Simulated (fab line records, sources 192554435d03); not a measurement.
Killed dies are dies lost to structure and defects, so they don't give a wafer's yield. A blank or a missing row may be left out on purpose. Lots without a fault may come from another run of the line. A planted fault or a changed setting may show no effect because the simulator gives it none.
fab line records | flow n5_finfet
record lots=7 wafers=21
route steps=1938 shown HKMG_FIN@406 GATE_CUT@484 BEOL_M0_SAQP@642 BEOL_M1@761
start_h: hours from the record's first day to the start of the lot's first wafer shown | wait_h: hours since the lot's step before | " the same as in the row above | L1.1+2: a row that stands for several wafers | - no value, or no start given | * or withheld: withheld | < > ~ a bound
route shown NAME@n: a module of which the file shows steps, and the number in the route of the first | usual: mean/standard deviation of fault-free wafers | same: alike in all rows | chamber/n: place in a boat | sites: the reading at each site | _std_site: their standard deviation | _edge_site: outer sites' mean less inner sites' | radius_mm: how far each site lies from the wafer's centre | mask NAME#n: copy n | behind: the tool/chamber that last shaped the wafer | hold: why the lot was held/for how many hours/how that ended | device: the transistor (n, p or np) that didn't switch | end of line: the same wafers' tests at the end of the route | a step without rows: its recipe alone | killed: dies lost to structure and defects at the first sort, not the wafer's yield | map: a wafer's dies, x killed, . not, _ none there
set.NAME: the setting as run; set.NAME@STEP: as run at that earlier step | model.NAME: the simulator's own value behind a step, which no gauge read
lots whose settings were changed on purpose; a table a step, a row a wafer
## steps
# step N5_HKMG_FIN_ETCH_58
# recipe chemistry=N2/H2 target=SOC target_depth_a=2158 ion_energy_ev=50 bias_w=13 time_s=741 pressure_mtorr=30 source_w=875 n2_flow_sccm=200 h2_flow_sccm=200
# usual rf_vpp_V=99.2/0.97
# columns lot.wafer tool chamber start_h wait_h set.source_w rf_vpp_V model.etch.depth_nm model.SOC_of_HKMG_FIN_COAT_41.thk_nm model.HKMG_FIN.feature_depth_nm
L076.1 rie_diel-06 0 83.89 0.0 875 99.9 210.1 90.8 210.2
L076.2 " 1 " " 955.5 96.0 233.4 66.4 233.4
L076.3 " 3 " " 875 98.5 216.9 84 216.8
L077.1 rie_diel-02 1 89.37 0.0 875 99.1 214.8 86 214.8
L077.4 " 0 " " 875 97.5 216.1 84.4 216.2
L077.6 " 1 " " 783.7 102.7 194.6 106.8 194.6
L080.2 rie_diel-01 2 111.20 0.0 875 99.1 216.6 85.2 216.6
L080.3 " 3 " " 875 99.7 219.7 81 219.8
L080.5 " 1 " " 875 100.5 217.7 83.8 217.6
L083.2 rie_diel-06 0 123.84 0.0 875 99.7 210.8 89 210.8
L083.4 " 2 " " 956.6 95.2 233.4 67.6 233.4
L083.6 " 2 " " 956.6 95.6 232.3 67.8 232.4
L084.2 rie_diel-02 2 134.42 0.0 875 98.7 215.6 84 215.6
L084.4 " 3 " " 875 99.3 213 86.8 213
L084.6 " 0 " " 875 100.3 214.2 85.4 214.2
L093.1 rie_diel-06 0 188.15 0.0 875 99.7 209.4 88.4 209.4
L093.2 " 2 " " 875 99.5 212.9 84.6 212.8
L093.4 " 3 " " 875 98.4 213 86.2 213
L094.2 rie_diel-02 0 191.65 0.0 875 98.5 211.2 87.8 211.2
L094.3 " 2 " " 875 97.0 212.3 86.4 212.4
L094.4 " 3 " " 875 98.9 211.8 87.2 211.8
# step N5_GATE_CUT_EXPOSE_10
# recipe mask_id=GATE_CUT na=0.33 source_shape=annular sigma_inner=0.35 sigma_outer=0.8 polarization=unpolarized target_cd_nm=20 dose_mj=43.25
# columns lot.wafer tool chamber start_h wait_h mask set.dose_mj
L076.1+2+3 euv_scanner-01 0 95.40 - GATE_CUT#0 43.25
L077.1 euv_scanner-01 0 101.93 - GATE_CUT#0 41.34
L077.4+6 " 0 " " GATE_CUT#0 43.25
L080.2 euv_scanner-02 0 122.25 - GATE_CUT#0 40.84
L080.3+5 " 0 " " GATE_CUT#0 43.25
L083.2+6 euv_scanner-01 0 135.10 - GATE_CUT#0 43.25
L083.4 " 0 " " GATE_CUT#0 46.43
L084.2+4 euv_scanner-02 0 145.57 - GATE_CUT#0 41.15
L084.6 " 0 " " GATE_CUT#0 43.25
L093.1+2+4 euv_scanner-02 0 199.30 - GATE_CUT#0 40.4
L094.2+3+4 euv_scanner-01 0 202.87 - GATE_CUT#0 43.25
# step N5_GATE_CUT_PEB_11
# recipe peb_temp_c=100 peb_time_s=60 resist=CAR-EUV
# step N5_GATE_CUT_DEVELOP_12
# recipe develop_time_s=30 developer=TMAH resist=CAR-EUV rinse_liquid=surfactant_rinse dry=air_spin dev_temp_c=23
# step N5_GATE_CUT_CD_MEAS_13
# recipe target_cd_nm=20 landing_energy_ev=500 detector=se_inlens
# usual cd_nm=19.91/0.21
# columns lot.wafer tool chamber start_h wait_h set.dose_mj@GATE_CUT_EXPOSE_10 cd_nm
L076.1 cd_sem-03 0 95.53 - 43.25 20.10
L076.2 " 0 " " 43.25 19.95
L076.3 " 0 " " 43.25 20.03
L077.1 cd_sem-02 0 102.07 - 41.34 18.91
L077.4 " 0 " " 43.25 19.65
L077.6 " 0 " " 43.25 20.05
L080.2 cd_sem-03 0 122.37 - 40.84 18.91
L080.3 " 0 " " 43.25 19.93
L080.5 " 0 " " 43.25 19.55
L083.2 cd_sem-03 0 135.23 - 43.25 19.85
L083.4 " 0 " " 46.43 21.90
L083.6 " 0 " " 43.25 19.85
L084.2 cd_sem-01 0 145.69 - 41.15 18.97
L084.4 " 0 " " 41.15 18.67
L084.6 " 0 " " 43.25 20.11
L093.1 cd_sem-02 0 199.44 - 40.4 18.34
L093.2 " 0 " " 40.4 18.49
L093.4 " 0 " " 40.4 18.43
L094.2 cd_sem-02 0 202.99 - 43.25 19.83
L094.3 " 0 " " 43.25 20.17
L094.4 " 0 " " 43.25 19.89
# step N5_GATE_CUT_DESCUM_18
# recipe chemistry=O2 time_s=7 source_power_w=50 bias_power_w=20 pressure_mtorr=20 rf_frequency_hz=2.712e+07 temp_c=40 resist=CAR-EUV o2_flow_sccm=225
# columns lot.wafer tool chamber start_h wait_h set.time_s set.dose_mj@GATE_CUT_EXPOSE_10 model.GATE_CUT.cd_nm model.CAR-EUV_of_GATE_CUT_COAT_07.thk_nm
L076.1 rie_diel-04 2 95.66 0.0 7 43.25 20 26.2
L076.2 " 1 " " 6.153 43.25 19.8 26.6
L076.3 " 3 " " 7 43.25 20.2 26.2
L077.1 rie_diel-03 2 102.19 0.0 7 41.34 18.8 26
L077.4 " 1 " " 7 43.25 19.6 26
L077.6 " 0 " " 7 43.25 20 26
L080.2 rie_diel-03 0 122.49 0.0 7 40.84 18.8 26.2
L080.3 " 1 " " 6.482 43.25 19.6 26.4
L080.5 " 3 " " 6.482 43.25 19.8 26.4
L083.2+6 rie_diel-04 2,0 135.36 0.0 7 43.25 20 26
L083.4 " 3 " " 7 46.43 21.4 26.2
L084.2 rie_diel-05 2 145.81 0.0 7 41.15 19 26
L084.4 " 3 " " 7 41.15 19 26.2
L084.6 " 3 " " 7 43.25 20.2 26.2
L093.1 rie_diel-04 1 199.56 0.0 7.647 40.4 18.8 25.6
L093.2 " 0 " " 7 40.4 18.4 26
L093.4 " 2 " " 7.647 40.4 18.4 25.6
L094.2 rie_diel-03 1 203.86 0.8 7 43.25 19.6 26
L094.3 " 3 " " 7 43.25 20 26
L094.4 " 0 " " 7 43.25 19.8 26
# step N5_GATE_CUT_ETCH_28
# recipe chemistry=N2/H2 target=underlayer target_depth_a=130 mask_material=CAR-EUV time_s=10.4 ion_energy_ev=200 pressure_mtorr=30 source_w=840 bias_w=150 n2_flow_sccm=200 h2_flow_sccm=200 ends=cleared
# columns lot.wafer tool chamber start_h wait_h set.dose_mj@GATE_CUT_EXPOSE_10 set.time_s@GATE_CUT_DESCUM_18 model.GATE_CUT.cd_nm model.CAR-EUV_of_GATE_CUT_COAT_07.thk_nm
L076.1 rie_diel-04 2 95.69 0.0 43.25 7 19.8 14.6
L076.2 " 1 " " 43.25 6.153 19.6 15.2
L076.3 " 3 " " 43.25 7 20 14.6
L077.1 rie_diel-03 2 102.22 0.0 41.34 7 18.6 14.8
L077.4 " 1 " " 43.25 7 19.8 14.6
L077.6 " 0 " " 43.25 7 20 14.6
L080.2 rie_diel-03 0 122.53 0.0 40.84 7 18.6 14.8
L080.3+5 " 1,3 " " 43.25 6.482 19.8 15
L083.2+6 rie_diel-04 2,0 135.40 0.0 43.25 7 20 14.6
L083.4 " 3 " " 46.43 7 21.4 14.6
L084.2 rie_diel-05 2 145.85 0.0 41.15 7 19.2 14.8
L084.4 " 3 " " 41.15 7 19 14.8
L084.6 " 3 " " 43.25 7 20 14.8
L093.1 rie_diel-04 1 199.59 0.0 40.4 7.647 18.8 14.4
L093.2 " 0 " " 40.4 7 18.4 14.6
L093.4 " 2 " " 40.4 7.647 18.4 14.2
L094.2+4 rie_diel-03 1,0 203.89 0.0 43.25 7 19.8 14.6
L094.3 " 3 " " 43.25 7 20 14.6
# step N5_GATE_CUT_ETCH_36
# recipe chemistry=CF4 target=SiARC target_depth_a=130 mask_material=CAR-EUV time_s=21.7 ion_energy_ev=80 pressure_mtorr=40 source_w=545 bias_w=36 Ar_flow_sccm=100 cf4_flow_sccm=100 ends=cleared
# step N5_GATE_CUT_ETCH_37
# recipe chemistry=N2/H2 target=SOC target_depth_a=600 overetch_a=120 mask_material=SiARC temp_c=40 time_s=90 ion_energy_ev=200 pressure_mtorr=30 source_w=840 bias_w=150 n2_flow_sccm=200 h2_flow_sccm=200
# step N5_GATE_CUT_STRIP_38
# recipe chemistry=N2/H2 temp_c=40 n2_flow_sccm=200 h2_flow_sccm=200 rf_frequency_hz=6e+07
# step N5_GATE_CUT_STRIP_39
# recipe chemistry=N2/H2 temp_c=40 n2_flow_sccm=200 h2_flow_sccm=200 rf_frequency_hz=6e+07
# step N5_GATE_CUT_HM_OPEN_40
# recipe chemistry=C4F6/O2 target=SiO2 mask_material=SiARC target_depth_a=1390 time_s=85.1 ion_energy_ev=250 pressure_mtorr=30 source_w=345 bias_w=185 Ar_flow_sccm=300 C4F6_flow_sccm=10 O2_flow_sccm=10 ends=cleared
# columns lot.wafer tool chamber start_h wait_h set.dose_mj@GATE_CUT_EXPOSE_10 model.GATE_CUT.cd_nm
L076.1 rie_diel-04 2 95.82 0.0 43.25 19.8
L076.2+3 " 1,3 " " 43.25 20
L077.1 rie_diel-03 2 102.35 0.0 41.34 18.6
L077.4 " 1 " " 43.25 20
L077.6 " 0 " " 43.25 20.2
L080.2 rie_diel-03 0 122.66 0.0 40.84 18.8
L080.3 " 1 " " 43.25 20
L080.5 " 3 " " 43.25 19.8
L083.2 rie_diel-04 2 135.53 0.0 43.25 20
L083.4 " 3 " " 46.43 21.6
L083.6 " 0 " " 43.25 20.4
L084.2 rie_diel-05 2 145.98 0.0 41.15 18.8
L084.4 " 3 " " 41.15 19
L084.6 " 3 " " 43.25 20
L093.1 rie_diel-04 1 199.72 0.0 40.4 19
L093.2 " 0 " " 40.4 18.8
L093.4 " 2 " " 40.4 18.4
L094.2+4 rie_diel-03 1,0 204.02 0.0 43.25 19.8
L094.3 " 3 " " 43.25 20.2
# step N5_BEOL_M0_SAQP_COAT_82
# recipe resist=SiARC temp_c=220 time_s=60 spin_rpm=1500 resist_thk_nm=30
# columns lot.wafer tool chamber start_h wait_h set.spin_rpm model.SiARC_of_BEOL_M0_SAQP_COAT_82.thk_nm
L076.1+3 litho_track-03 0 - - 1656 28.4
L076.2 " 0 " " 1500 29.8
L077.1 litho_track-01 0 - - 1500 30.2
L077.4 " 0 " " 1659 28.6
L077.6 " 0 " " 1659 28.8
L080.2+3 litho_track-01 0 - - 1500 30
L080.5 " 0 " " 1500 29.8
L083.2 litho_track-01 0 - - 1440 30.4
L083.4+6 " 0 " " 1500 30
L084.2 litho_track-01 0 - - 1500 30
L084.4 " 0 " " 1500 29.8
L084.6 " 0 " " 1378 31.2
L093.1+4 litho_track-03 0 - - 1660 28.4
L093.2 " 0 " " 1500 30
L094.2+3+4 litho_track-03 0 - - 1500 30
# step N5_BEOL_M0_SAQP_DEVELOP_13
# recipe develop_time_s=30 developer=TMAH resist=CAR-ArF dev_temp_c=23 rinse_liquid=diw dry=air_spin
# columns lot.wafer tool chamber start_h wait_h set.develop_time_s
L076.1 litho_track-01 0 - - 32.29
L076.2+3 " 0 " " 30
L077.1+6 litho_track-03 0 - - 30
L077.4 " 0 " " 27.17
L080.2 litho_track-04 0 - - 27.04
L080.3+5 " 0 " " 30
L083.2+4 litho_track-04 0 - - 36.51
L083.6 " 0 " " 30
L084.2+4+6 litho_track-01 0 - - 27.08
L093.1 litho_track-03 0 - - 25.02
L093.2+4 " 0 " " 30
L094.2+3+4 litho_track-03 0 - - 30
# step N5_BEOL_M0_SAQP_DESCUM_19
# recipe chemistry=O2 time_s=7.9 source_power_w=50 bias_power_w=20 pressure_mtorr=20 rf_frequency_hz=2.712e+07 temp_c=40 resist=CAR-ArF o2_flow_sccm=225
# step N5_BEOL_M0_SAQP_ETCH_83
# recipe chemistry=CF4 target=SiARC target_depth_a=390 mask_material=CAR-ArF time_s=65 ion_energy_ev=80 pressure_mtorr=40 source_w=545 bias_w=36 Ar_flow_sccm=100 cf4_flow_sccm=100 ends=cleared
# columns lot.wafer tool chamber start_h wait_h set.spin_rpm@BEOL_M0_SAQP_COAT_82 model.etch.depth_nm model.CAR-ArF_of_BEOL_M0_SAQP_COAT_08.thk_nm
L076.1 rie_diel-03 1 121.85 0.0 1656 28.41 57.2
L076.2 " 0 " " 1500 29.86 56
L076.3 " 2 " " 1656 28.4 57.2
L077.1 rie_diel-04 2 125.13 0.0 1500 30.21 55.2
L077.4 " 0 " " 1659 28.62 57
L077.6 " 3 " " 1659 28.71 56.8
L080.2 rie_diel-05 0 144.27 0.0 1500 29.91 56
L080.3 " 2 " " 1500 29.9 55.6
L080.5 " 0 " " 1500 29.79 55.8
L083.2 rie_diel-05 1 160.05 0.0 1440 30.46 54.8
L083.4 " 3 " " 1500 29.91 55.2
L083.6 " 3 " " 1500 29.95 55.6
L084.2 rie_diel-04 2 172.66 0.0 1500 29.92 55.6
L084.4 " 1 " " 1500 29.86 55.6
L084.6 " 2 " " 1378 31.19 54
L093.1+4 rie_diel-04 3,0 223.24 0.0 1660 28.48 57.2
L093.2 " 0 " " 1500 29.94 56.2
L094.2 rie_diel-04 0 228.10 0.0 1500 29.91 55.8
L094.3 " 2 " " 1500 29.97 55.6
L094.4 " 1 " " 1500 29.99 55.8
# step N5_BEOL_M0_SAQP_ETCH_106
# recipe chemistry=N2/H2 target=SOC target_depth_a=1500 stop_on=SiNx ion_energy_ev=100 bias_w=61 pressure_mtorr=30 source_w=850 n2_flow_sccm=200 h2_flow_sccm=200
# columns lot.wafer tool chamber start_h wait_h set.target_depth_a model.SOC_of_BEOL_M0_SAQP_COAT_105.thk_nm
L076.1 rie_diel-03 1 124.17 - 1500 23.8
L076.2 " 2 " " 1500 21.8
L076.3 " 3 " " 1415 27.4
L077.1+4 rie_diel-04 1,0 127.37 - 1500 24
L077.6 " 0 " " 1500 23.8
L080.2 rie_diel-05 0 146.51 - 1500 22.6
L080.3 " 2 " " 1435 24.6
L080.5 " 3 " " 1500 24.2
L083.2 rie_diel-04 0 162.56 - 1500 24.2
L083.4 " 2 " " 1500 23.6
L083.6 " 0 " " 1500 24
L084.2 rie_diel-05 2 175.39 - 1500 22.2
L084.4 " 3 " " 1500 23.8
L084.6 " 2 " " 1349 30.8
L093.1 rie_diel-05 0 225.71 - 1340 33.6
L093.2 " 3 " " 1500 25.6
L093.4 " 2 " " 1500 23
L094.2 rie_diel-05 2 230.90 - 1500 22
L094.3 " 1 " " 1500 21.6
L094.4 " 3 " " 1500 25
# step N5_BEOL_M0_SAQP_ETCH_107
# recipe chemistry=CH3F/O2 target=SiNx target_depth_a=300 mask_material=SOC pressure_mtorr=30 source_w=395 bias_w=73 Ar_flow_sccm=150 CH3F_flow_sccm=30 O2_flow_sccm=20 ion_energy_ev=120
# columns lot.wafer tool chamber start_h wait_h set.target_depth_a@BEOL_M0_SAQP_ETCH_106 model.SOC_of_BEOL_M0_SAQP_COAT_105.thk_nm
L076.1 rie_diel-03 1 124.23 0.0 1500 13
L076.2 " 2 " " 1500 11
L076.3 " 3 " " 1415 16.8
L077.1 rie_diel-04 1 127.43 0.0 1500 13.2
L077.4 " 0 " " 1500 13
L077.6 " 0 " " 1500 12.8
L080.2 rie_diel-05 0 146.57 0.0 1500 11.6
L080.3 " 2 " " 1435 13.4
L080.5 " 3 " " 1500 13.4
L083.2 rie_diel-04 0 162.62 0.0 1500 13.4
L083.4 " 2 " " 1500 12.8
L083.6 " 0 " " 1500 13.2
L084.2 rie_diel-05 2 175.45 0.0 1500 11.4
L084.4 " 3 " " 1500 13
L084.6 " 2 " " 1349 19.8
L093.1 rie_diel-05 0 225.77 0.0 1340 22.6
L093.2 " 3 " " 1500 14.8
L093.4 " 2 " " 1500 11.8
L094.2 rie_diel-05 2 230.96 0.0 1500 11
L094.3 " 1 " " 1500 10.4
L094.4 " 3 " " 1500 14.2
# step N5_BEOL_M1_EXPOSE_08
# recipe mask_id=M1 na=0.33 source_shape=dipole sigma_inner=0.369 sigma_outer=0.767 polarization=unpolarized dose_mj=33
# columns lot.wafer tool chamber start_h wait_h mask set.dose_mj
L076.1+2 euv_scanner-02 0 135.51 - M1#0 33.99
L076.3 " 0 " " M1#0 33
L077.1+6 euv_scanner-02 0 139.39 - M1#0 30.68
L077.4 " 0 " " M1#0 33
L080.2+3 euv_scanner-02 0 158.86 - M1#0 31.79
L080.5 " 0 " " M1#0 33
L083.2+4 euv_scanner-02 0 176.17 - M1#0 33
L083.6 " 0 " " M1#0 33.96
L084.2 euv_scanner-01 0 189.64 - M1#0 31.53
L084.4+6 " 0 " " M1#0 33
L093.1+2 euv_scanner-02 0 240.11 - M1#0 31.18
L093.4 " 0 " " M1#0 33
L094.2+3+4 euv_scanner-02 0 245.44 - M1#0 33
# step N5_BEOL_M1_PEB_09
# recipe peb_temp_c=100 peb_time_s=60 resist=CAR-EUV
# step N5_BEOL_M1_DEVELOP_10
# recipe develop_time_s=30 developer=TMAH resist=CAR-EUV rinse_liquid=surfactant_rinse dry=air_spin dev_temp_c=23
# step N5_BEOL_M1_CD_MEAS_11
# recipe target_cd_nm=17.05 landing_energy_ev=500 detector=se_inlens polarity=opening
# usual cd_nm=16.96/0.23
# columns lot.wafer tool chamber start_h wait_h set.dose_mj@BEOL_M1_EXPOSE_08 cd_nm
L076.1 cd_sem-03 0 135.64 - 33.99 17.79
L076.2 " 0 " " 33.99 17.99
L076.3 " 0 " " 33 16.71
L077.1 cd_sem-03 0 139.52 - 30.68 15.45
L077.4 " 0 " " 33 16.92
L077.6 " 0 " " 30.68 15.14
L080.2 cd_sem-03 0 158.98 - 31.79 16.15
L080.3 " 0 " " 31.79 16.10
L080.5 " 0 " " 33 16.56
L083.2 cd_sem-03 0 176.29 - 33 16.88
L083.4 " 0 " " 33 17.22
L083.6 " 0 " " 33.96 17.28
L084.2 cd_sem-01 0 189.76 - 31.53 16.01
L084.4 " 0 " " 33 17.08
L084.6 " 0 " " 33 17.34
L093.1 cd_sem-02 0 240.24 - 31.18 16.07
L093.2 " 0 " " 31.18 15.89
L093.4 " 0 " " 33 16.88
L094.2 cd_sem-03 0 245.56 - 33 16.93
L094.3 " 0 " " 33 16.80
L094.4 " 0 " " 33 17.24
# step N5_BEOL_M1_DESCUM_16
# recipe chemistry=O2 time_s=7 source_power_w=50 bias_power_w=20 pressure_mtorr=20 rf_frequency_hz=2.712e+07 temp_c=40 resist=CAR-EUV o2_flow_sccm=225
# step N5_BEOL_M1_ETCH_74
# recipe chemistry=N2/H2 target=underlayer target_depth_a=65 mask_material=CAR-EUV time_s=5.2 ion_energy_ev=200 pressure_mtorr=30 source_w=840 bias_w=150 n2_flow_sccm=200 h2_flow_sccm=200 ends=cleared
# columns lot.wafer tool chamber start_h wait_h set.dose_mj@BEOL_M1_EXPOSE_08 model.BEOL_M1.cd_offset_nm
L076.1+2 rie_diel-03 3,2 136.28 0.0 33.99 0.4
L076.3 " 1 " " 33 -0.2
L077.1 rie_diel-05 3 139.68 0.0 30.68 -1.6
L077.4 " 0 " " 33 0
L077.6 " 3 " " 30.68 -1.4
L080.2+3 rie_diel-05 2,3 159.15 0.0 31.79 -1
L080.5 " 1 " " 33 -0.4
L083.2 rie_diel-05 0 176.60 0.0 33 0
L083.4 " 1 " " 33 -0.2
L083.6 " 1 " " 33.96 0.2
L084.2 rie_diel-04 3 192.10 0.0 31.53 -1.2
L084.4+6 " 0 " " 33 -0.2
L093.1 rie_diel-05 2 240.39 0.0 31.18 -1.2
L093.2 " 3 " " 31.18 -1
L093.4 " 1 " " 33 0.2
L094.2+3 rie_diel-04 1,0 245.73 0.0 33 -0.2
L094.4 " 2 " " 33 0.2
## key
split step=N5_HKMG_FIN_ETCH_58 setting=source_w stated=875 by=wafer
response step=N5_HKMG_FIN_ETCH_58 reading=rf_vpp_V change=-0.407 per=1% r=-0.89
response step=N5_HKMG_FIN_ETCH_58 reading=model.etch.depth_nm change=+2.16 per=1% r=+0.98
response step=N5_HKMG_FIN_ETCH_58 reading=model.SOC_of_HKMG_FIN_COAT_41.thk_nm change=-2.2 per=1% r=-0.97
response step=N5_HKMG_FIN_ETCH_58 reading=model.HKMG_FIN.feature_depth_nm change=+2.17 per=1% r=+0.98
split step=N5_GATE_CUT_EXPOSE_10 setting=dose_mj stated=43.25 by=wafer
response step=N5_GATE_CUT_CD_MEAS_13 reading=cd_nm change=+0.235 per=1% r=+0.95
response step=N5_GATE_CUT_DESCUM_18 reading=model.GATE_CUT.cd_nm change=+0.199 per=1% r=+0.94
response step=N5_GATE_CUT_ETCH_28 reading=model.GATE_CUT.cd_nm change=+0.211 per=1% r=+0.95
response step=N5_GATE_CUT_HM_OPEN_40 reading=model.GATE_CUT.cd_nm change=+0.221 per=1% r=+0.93
split step=N5_GATE_CUT_DESCUM_18 setting=time_s stated=7 by=wafer
response step=N5_GATE_CUT_DESCUM_18 reading=model.CAR-EUV_of_GATE_CUT_COAT_07.thk_nm change=-0.035 per=1% r=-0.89
response step=N5_GATE_CUT_ETCH_28 reading=model.CAR-EUV_of_GATE_CUT_COAT_07.thk_nm change=-0.0402 per=1% r=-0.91
split step=N5_BEOL_M0_SAQP_COAT_82 setting=spin_rpm stated=1500 by=wafer
response step=N5_BEOL_M0_SAQP_COAT_82 reading=model.SiARC_of_BEOL_M0_SAQP_COAT_82.thk_nm change=-0.143 per=1% r=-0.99
response step=N5_BEOL_M0_SAQP_ETCH_83 reading=model.etch.depth_nm change=-0.144 per=1% r=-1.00
response step=N5_BEOL_M0_SAQP_ETCH_83 reading=model.CAR-ArF_of_BEOL_M0_SAQP_COAT_08.thk_nm change=+0.136 per=1% r=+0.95
split step=N5_BEOL_M0_SAQP_DEVELOP_13 setting=develop_time_s stated=30 by=wafer
response none clear
split step=N5_BEOL_M0_SAQP_ETCH_106 setting=target_depth_a stated=1500 by=wafer
response step=N5_BEOL_M0_SAQP_ETCH_106 reading=model.SOC_of_BEOL_M0_SAQP_COAT_105.thk_nm change=-0.786 per=1% r=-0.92
response step=N5_BEOL_M0_SAQP_ETCH_107 reading=model.SOC_of_BEOL_M0_SAQP_COAT_105.thk_nm change=-0.777 per=1% r=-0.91
split step=N5_BEOL_M1_EXPOSE_08 setting=dose_mj stated=33 by=wafer
response step=N5_BEOL_M1_CD_MEAS_11 reading=cd_nm change=+0.211 per=1% r=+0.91
response step=N5_BEOL_M1_ETCH_74 reading=model.BEOL_M1.cd_offset_nm change=+0.207 per=1% r=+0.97
